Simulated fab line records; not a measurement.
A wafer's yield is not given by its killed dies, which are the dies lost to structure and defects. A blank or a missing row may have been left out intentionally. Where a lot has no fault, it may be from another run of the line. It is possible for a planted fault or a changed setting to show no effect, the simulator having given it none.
Split-lot study || flow n5Finfet || 21 wafers read from 7 lots, route of 1938 steps

== ABOUT THE SPLIT ==
At N5_FIN_SAQP_PECVD_06 (deposits a-Si from SiH4/He, target thk 60 nm, time 48.1 s), the setting timeS was moved away from the recipe's 48.1 s on 4 of the 21 wafers read, by -11.3% to +9.3%. For the rest of the wafers, this setting stayed at what the recipe calls for.

== FROM THE SPLIT TO THE READING: what the file shows between them, 5 steps ==
- N5_FIN_SAQP_THK_MEAS_07
- N5_FIN_SAQP_HM_DEP_72: deposits SiO2 from SiH4/N2O, target thk 12 nm, time 7.2 s
- N5_FIN_SAQP_COAT_49: time 60 s, resist thk 100 nm
- N5_FIN_SAQP_HM_OPEN_73: chemistry CHF3/O2, target SiO2, stops on a-Si, target depth 12 nm, time 16.8 s
- N5_FIN_SAQP_STRIP_74: strips in CHF3/O2

== THE READING ==
oesProductAu, in a.u., at N5_FIN_SAQP_MANDREL_ETCH_22 (etches a-Si in HBr/Cl2, stops on SiNx, target depth 60 nm, bt time 10 s, time 30 s). On this fab line, fault-free wafers typically give 0.762 a.u. with a standard deviation of 0.013 a.u.

{"wafer": "L074.3", "tool, chamber at the split": "pecvd-03, 0", "timeS as run, s": 48.1, "against the recipe": "recipe", "oesProductAu, a.u.": 0.758, "against lot-mates on the recipe": "-"}
{"wafer": "L074.4", "tool, chamber at the split": "pecvd-03, 0", "timeS as run, s": 48.1, "against the recipe": "recipe", "oesProductAu, a.u.": 0.750, "against lot-mates on the recipe": "-"}
{"wafer": "L074.6", "tool, chamber at the split": "pecvd-03, 1", "timeS as run, s": 48.1, "against the recipe": "recipe", "oesProductAu, a.u.": 0.760, "against lot-mates on the recipe": "-"}
{"wafer": "L075.2", "tool, chamber at the split": "pecvd-01, 2", "timeS as run, s": 51.56, "against the recipe": "+7.2%", "oesProductAu, a.u.": 0.783, "against lot-mates on the recipe": "+0.020"}
{"wafer": "L075.3", "tool, chamber at the split": "pecvd-01, 1", "timeS as run, s": 48.1, "against the recipe": "recipe", "oesProductAu, a.u.": 0.763, "against lot-mates on the recipe": "-"}
{"wafer": "L075.5", "tool, chamber at the split": "pecvd-01, 2", "timeS as run, s": 48.1, "against the recipe": "recipe", "oesProductAu, a.u.": 0.763, "against lot-mates on the recipe": "-"}
{"wafer": "L086.2", "tool, chamber at the split": "pecvd-01, 2", "timeS as run, s": 48.1, "against the recipe": "recipe", "oesProductAu, a.u.": 0.769, "against lot-mates on the recipe": "-"}
{"wafer": "L086.5", "tool, chamber at the split": "pecvd-01, 0", "timeS as run, s": 48.1, "against the recipe": "recipe", "oesProductAu, a.u.": 0.771, "against lot-mates on the recipe": "-"}
{"wafer": "L086.6", "tool, chamber at the split": "pecvd-01, 2", "timeS as run, s": 48.1, "against the recipe": "recipe", "oesProductAu, a.u.": 0.780, "against lot-mates on the recipe": "-"}
{"wafer": "L088.1", "tool, chamber at the split": "pecvd-02, 1", "timeS as run, s": 48.1, "against the recipe": "recipe", "oesProductAu, a.u.": 0.753, "against lot-mates on the recipe": "-"}
{"wafer": "L088.3", "tool, chamber at the split": "pecvd-02, 2", "timeS as run, s": 48.1, "against the recipe": "recipe", "oesProductAu, a.u.": 0.760, "against lot-mates on the recipe": "-"}
{"wafer": "L088.5", "tool, chamber at the split": "pecvd-02, 2", "timeS as run, s": 48.1, "against the recipe": "recipe", "oesProductAu, a.u.": 0.766, "against lot-mates on the recipe": "-"}
{"wafer": "L089.1", "tool, chamber at the split": "pecvd-02, 0", "timeS as run, s": 48.1, "against the recipe": "recipe", "oesProductAu, a.u.": 0.762, "against lot-mates on the recipe": "-"}
{"wafer": "L089.3", "tool, chamber at the split": "pecvd-02, 2", "timeS as run, s": 48.1, "against the recipe": "recipe", "oesProductAu, a.u.": 0.767, "against lot-mates on the recipe": "-"}
{"wafer": "L089.4", "tool, chamber at the split": "pecvd-02, 0", "timeS as run, s": 42.68, "against the recipe": "-11.3%", "oesProductAu, a.u.": 0.723, "against lot-mates on the recipe": -0.041}
{"wafer": "L092.1", "tool, chamber at the split": "pecvd-03, 2", "timeS as run, s": 48.1, "against the recipe": "recipe", "oesProductAu, a.u.": 0.763, "against lot-mates on the recipe": "-"}
{"wafer": "L092.4", "tool, chamber at the split": "pecvd-03, 1", "timeS as run, s": 48.1, "against the recipe": "recipe", "oesProductAu, a.u.": 0.774, "against lot-mates on the recipe": "-"}
{"wafer": "L092.6", "tool, chamber at the split": "pecvd-03, 0", "timeS as run, s": 48.1, "against the recipe": "recipe", "oesProductAu, a.u.": 0.772, "against lot-mates on the recipe": "-"}
{"wafer": "L097.1", "tool, chamber at the split": "pecvd-01, 1", "timeS as run, s": 52.57, "against the recipe": "+9.3%", "oesProductAu, a.u.": 0.799, "against lot-mates on the recipe": "+0.042"}
{"wafer": "L097.3", "tool, chamber at the split": "pecvd-01, 2", "timeS as run, s": 52.57, "against the recipe": "+9.3%", "oesProductAu, a.u.": 0.799, "against lot-mates on the recipe": "+0.042"}
{"wafer": "L097.4", "tool, chamber at the split": "pecvd-01, 1", "timeS as run, s": 48.1, "against the recipe": "recipe", "oesProductAu, a.u.": 0.757, "against lot-mates on the recipe": "-"}

FIT RESULTS
A straight line over all 21 wafers: oesProductAu changes by +0.00356 a.u. for each +1% of timeS; r = +0.90; the points scatter about the line by 0.0073 a.u.
The same after taking each lot's own level away (the mean of its wafers on the recipe; 21 wafers): +0.00395 a.u. for each +1%; r = +0.96; scatter 0.0047 a.u.
On that fit, the largest move of timeS shifts the reading by 0.045 a.u.
The lots' own levels span 0.7560 to 0.7733 a.u., that is 1.3 times the standard deviation above.
The two slopes are in agreement: the lot-to-lot level therefore moves the slope only a little.
Check: with one of the wafers moved furthest among these (-11.3%) left out of the fit, the line predicts -0.0467 a.u. for it against its lot-mates. It came out at -0.0415 a.u. against them.

== ADDITIONAL SPLITS CARRIED BY THESE WAFERS ==
Note: prior to the reading, these wafers also went through further splits. Each is held against what the fit with the lots' levels taken away leaves over:
{"other split on the same wafers": "N5_WELL_APT_COAT_02 spinRpm", "wafers away from the commonest value": 8, "r with oesProductAu (lot level and that fit taken away)": "+0.10"}
{"other split on the same wafers": "N5_WELL_APT_DEVELOP_07 developTimeS", "wafers away from the commonest value": 6, "r with oesProductAu (lot level and that fit taken away)": -0.48}
{"other split on the same wafers": "N5_FIN_SAQP_HM_DEP_03 timeS", "wafers away from the commonest value": 6, "r with oesProductAu (lot level and that fit taken away)": -0.25}

== THE WHOLE CHAIN: every reading that the file lists as answering this split, in the file's order ==
{"step": "N5_FIN_SAQP_PECVD_06", "what it does": "deposits a-Si from SiH4/He, target thk 60 nm, time 48.1 s", "reading": "a-Si_of_FIN_SAQP_PECVD_06.thkNm (the simulator's own value, which no gauge read)", "change (the file's fit)": "+0.513 nm for each +1% of the setting", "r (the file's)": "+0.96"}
{"step": "N5_FIN_SAQP_THK_MEAS_07", "what it does": "", "reading": "thkNm", "change (the file's fit)": "withheld for each +1% of the setting", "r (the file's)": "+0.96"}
{"step": "N5_FIN_SAQP_MANDREL_ETCH_22", "what it does": "etches a-Si in HBr/Cl2, stops on SiNx, target depth 60 nm, bt time 10 s, time 30 s", "reading": "oesProductAu", "change (the file's fit)": "+0.00375 a.u. for each +1% of the setting", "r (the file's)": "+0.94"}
{"step": "N5_FIN_SAQP_MANDREL_ETCH_22", "what it does": "etches a-Si in HBr/Cl2, stops on SiNx, target depth 60 nm, bt time 10 s, time 30 s", "reading": "etch.depthNm (the simulator's own value, which no gauge read)", "change (the file's fit)": "+0.509 nm for each +1% of the setting", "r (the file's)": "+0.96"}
{"step": "N5_FIN_SAQP_SPACER1_ALD_24", "what it does": "deposits SiO2, target thk 20.3 nm, pulse time 1 s, purge time 2 s", "reading": "a-Si_of_FIN_SAQP_PECVD_06.thkNm (the simulator's own value, which no gauge read)", "change (the file's fit)": "+0.515 nm for each +1% of the setting", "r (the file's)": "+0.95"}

== FILE'S OWN FIT ==
oesProductAu changes by +0.00375 a.u. for each +1% of timeS, r = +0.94.
